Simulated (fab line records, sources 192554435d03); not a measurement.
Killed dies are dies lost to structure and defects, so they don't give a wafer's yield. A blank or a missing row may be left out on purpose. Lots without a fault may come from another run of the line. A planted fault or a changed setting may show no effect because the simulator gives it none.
Chamber matching | flow n5_finfet | N5_BEOL_M14_DESCUM_15 on rie_diel-05: 4 sister chambers
The step chemistry O2, time 7.9 s. 4 wafers are shown with their chamber, then 12 later ones without.

WAFERS WITH THEIR CHAMBER
wafer  | chamber | throttle_valve_pct (%)
L078.5 | 2       | 20.13
L089.5 | 3       | 20.70
L091.5 | 0       | 19.97
L091.6 | 1       | 20.54

WAFERS WITHOUT THEIR CHAMBER
wafer  | throttle_valve_pct (%)
L095.1 | 20.56
L095.2 | 20.19
L095.3 | 19.99
L095.4 | 20.56
L095.5 | 20.21
L095.6 | 19.99
L096.3 | 20.17
L096.5 | 19.99
L096.6 | 20.57
L097.1 | 20.21
L097.2 | 20.55
L097.6 | 19.99

WHICH CHAMBER EACH WENT THROUGH
wafer  | from the rows above | in truth
L095.1 | 1                   | 1
L095.2 | 2                   | 2
L095.3 | 0                   | 0
L095.4 | 1                   | 1
L095.5 | 2                   | 2
L095.6 | 0                   | 0
L096.3 | 2                   | 2
L096.5 | 0                   | 0
L096.6 | 1                   | 1
L097.1 | 2                   | 2
L097.2 | 1                   | 1
L097.6 | 0                   | 0
Placed correctly: 12 of 12. Can't be placed from these rows: 0. Placed wrongly: 0.
How it was worked out, from the rows above alone: a wafer's distance from a chamber is the root of the sum, over the readings, of the square of ((its reading less the chamber's mean) divided by the reading's scatter). The wafer belongs to the nearest chamber; if the next one is less than 2 further off, it can't be placed. A chamber's mean is the mean of its shown wafers. The scatter: with one shown wafer a chamber, the root of the mean of the squares of how far each hidden wafer lies from its nearest shown one.
